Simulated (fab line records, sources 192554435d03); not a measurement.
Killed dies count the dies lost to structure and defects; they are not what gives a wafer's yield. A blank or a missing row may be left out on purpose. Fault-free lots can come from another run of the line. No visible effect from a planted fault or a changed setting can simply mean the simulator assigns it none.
Split-lot trial / flow n5 finfet / 21 wafers read from 7 lots, route of 1938 steps

ABOUT THE SPLIT
At N5_BEOL_M4_COAT_73 (time 60 s, resist thk 5 nm), the setting spin rpm was moved away from the recipe's 1500 rpm on 7 of the 21 wafers read, by +3.1% to +8.2%. All remaining wafers had this setting at the recipe value.

FROM THE SPLIT TO THE READING: what the file shows between them, 5 steps
- N5_BEOL_M4_EXPOSE_08: exposes mask M4 (also split here: dose mj)
- N5_BEOL_M4_PEB_09: peb time 60 s
- N5_BEOL_M4_DEVELOP_10: develop time 30 s
- N5_BEOL_M4_CD_MEAS_11: target cd 16.79 nm
- N5_BEOL_M4_DESCUM_16: chemistry O2, time 7 s

THE READING
etch.depth nm (the simulator's own value, which no gauge read), in nm, at N5_BEOL_M4_ETCH_74 (etches underlayer in N2/H2, target depth 6.5 nm, time 5.2 s). No usual value for it is given in the file. The 14 wafers here that ran the recipe average 5.014 nm, standard deviation 0.015 nm.

wafer=L075.3; tool, chamber at the split=litho track-01, 0; spin rpm as run, rpm=1623; against the recipe=+8.2%; etch.depth nm, nm=4.814; against lot-mates on the recipe=no lot-mate on the recipe
wafer=L075.4; tool, chamber at the split=litho track-01, 0; spin rpm as run, rpm=1623; against the recipe=+8.2%; etch.depth nm, nm=4.821; against lot-mates on the recipe=no lot-mate on the recipe
wafer=L075.6; tool, chamber at the split=litho track-01, 0; spin rpm as run, rpm=1623; against the recipe=+8.2%; etch.depth nm, nm=4.809; against lot-mates on the recipe=no lot-mate on the recipe
wafer=L081.2; tool, chamber at the split=litho track-01, 0; spin rpm as run, rpm=1500; against the recipe=recipe; etch.depth nm, nm=5.005; against lot-mates on the recipe=-
wafer=L081.3; tool, chamber at the split=litho track-01, 0; spin rpm as run, rpm=1500; against the recipe=recipe; etch.depth nm, nm=5.012; against lot-mates on the recipe=-
wafer=L081.4; tool, chamber at the split=litho track-01, 0; spin rpm as run, rpm=1500; against the recipe=recipe; etch.depth nm, nm=5.019; against lot-mates on the recipe=-
wafer=L083.2; tool, chamber at the split=litho track-04, 0; spin rpm as run, rpm=1500; against the recipe=recipe; etch.depth nm, nm=5.036; against lot-mates on the recipe=-
wafer=L083.3; tool, chamber at the split=litho track-04, 0; spin rpm as run, rpm=1500; against the recipe=recipe; etch.depth nm, nm=5.043; against lot-mates on the recipe=-
wafer=L083.5; tool, chamber at the split=litho track-04, 0; spin rpm as run, rpm=1500; against the recipe=recipe; etch.depth nm, nm=5.033; against lot-mates on the recipe=-
wafer=L087.1; tool, chamber at the split=litho track-01, 0; spin rpm as run, rpm=1500; against the recipe=recipe; etch.depth nm, nm=4.988; against lot-mates on the recipe=-
wafer=L087.2; tool, chamber at the split=litho track-01, 0; spin rpm as run, rpm=1500; against the recipe=recipe; etch.depth nm, nm=5.007; against lot-mates on the recipe=-
wafer=L087.5; tool, chamber at the split=litho track-01, 0; spin rpm as run, rpm=1500; against the recipe=recipe; etch.depth nm, nm=4.995; against lot-mates on the recipe=-
wafer=L089.2; tool, chamber at the split=litho track-01, 0; spin rpm as run, rpm=1500; against the recipe=recipe; etch.depth nm, nm=5.018; against lot-mates on the recipe=-
wafer=L089.3; tool, chamber at the split=litho track-01, 0; spin rpm as run, rpm=1500; against the recipe=recipe; etch.depth nm, nm=5.013; against lot-mates on the recipe=-
wafer=L089.4; tool, chamber at the split=litho track-01, 0; spin rpm as run, rpm=1546; against the recipe=+3.1%; etch.depth nm, nm=4.942; against lot-mates on the recipe=-0.073
wafer=L091.3; tool, chamber at the split=litho track-04, 0; spin rpm as run, rpm=1596; against the recipe=+6.4%; etch.depth nm, nm=4.851; against lot-mates on the recipe=-0.159
wafer=L091.5; tool, chamber at the split=litho track-04, 0; spin rpm as run, rpm=1500; against the recipe=recipe; etch.depth nm, nm=5.019; against lot-mates on the recipe=-
wafer=L091.6; tool, chamber at the split=litho track-04, 0; spin rpm as run, rpm=1500; against the recipe=recipe; etch.depth nm, nm=5.001; against lot-mates on the recipe=-
wafer=L097.3; tool, chamber at the split=litho track-04, 0; spin rpm as run, rpm=1591; against the recipe=+6.1%; etch.depth nm, nm=4.867; against lot-mates on the recipe=-0.146
wafer=L097.4; tool, chamber at the split=litho track-04, 0; spin rpm as run, rpm=1500; against the recipe=recipe; etch.depth nm, nm=5.013; against lot-mates on the recipe=-
wafer=L097.5; tool, chamber at the split=litho track-04, 0; spin rpm as run, rpm=1591; against the recipe=+6.1%; etch.depth nm, nm=4.873; against lot-mates on the recipe=-0.140

FIT RESULTS
A straight line over all 21 wafers: etch.depth nm changes by -0.0244 nm for each +1% of spin rpm; r = -0.99; the points scatter about the line by 0.013 nm.
The same after taking each lot's own level away (the mean of its wafers on the recipe; 18 wafers): -0.024 nm for each +1%; r = -0.99; scatter 0.006 nm.
According to that fit, moving spin rpm by its largest amount changes the reading by 0.2 nm.
Across the lots, their own levels run from 4.9967 to 5.0373 nm, a range of 2.7 times the standard deviation given above.
So the lot-to-lot level changes the slope little: the two slopes agree.
Check: -0.151 nm against its lot-mates is what the line predicts for one of the wafers moved furthest among these (+6.4%) when that wafer is left out of the fit. Against them it came out at -0.159 nm.

THE OTHER SPLITS THESE WAFERS WENT THROUGH
Other splits were also applied to these wafers ahead of the reading. Each is held against what the fit with the lots' levels taken away leaves over:
other split on the same wafers=N5_BEOL_M0_SAQP_COAT_08 spin rpm; wafers away from the commonest value=8; r with etch.depth nm (lot level and that fit taken away)=+0.28
other split on the same wafers=N5_BEOL_M0_ETCH_109 bias w; wafers away from the commonest value=12; r with etch.depth nm (lot level and that fit taken away)=+0.36
other split on the same wafers=N5_BEOL_M2_DESCUM_16 time s; wafers away from the commonest value=9; r with etch.depth nm (lot level and that fit taken away)=+0.06
other split on the same wafers=N5_BEOL_M2_ETCH_70 bias w; wafers away from the commonest value=8; r with etch.depth nm (lot level and that fit taken away)=-0.11
other split on the same wafers=N5_BEOL_M2_TRENCH_ETCH_37 bias w; wafers away from the commonest value=8; r with etch.depth nm (lot level and that fit taken away)=-0.24
other split on the same wafers=N5_BEOL_M3_TRENCH_ETCH_37 source w; wafers away from the commonest value=5; r with etch.depth nm (lot level and that fit taken away)=-0.10
other split on the same wafers=N5_BEOL_M4_EXPOSE_08 dose mj; wafers away from the commonest value=7; r with etch.depth nm (lot level and that fit taken away)=+0.14

FILE'S OWN FIT
etch.depth nm changes by -0.0242 nm for each +1% of spin rpm, r = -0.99.
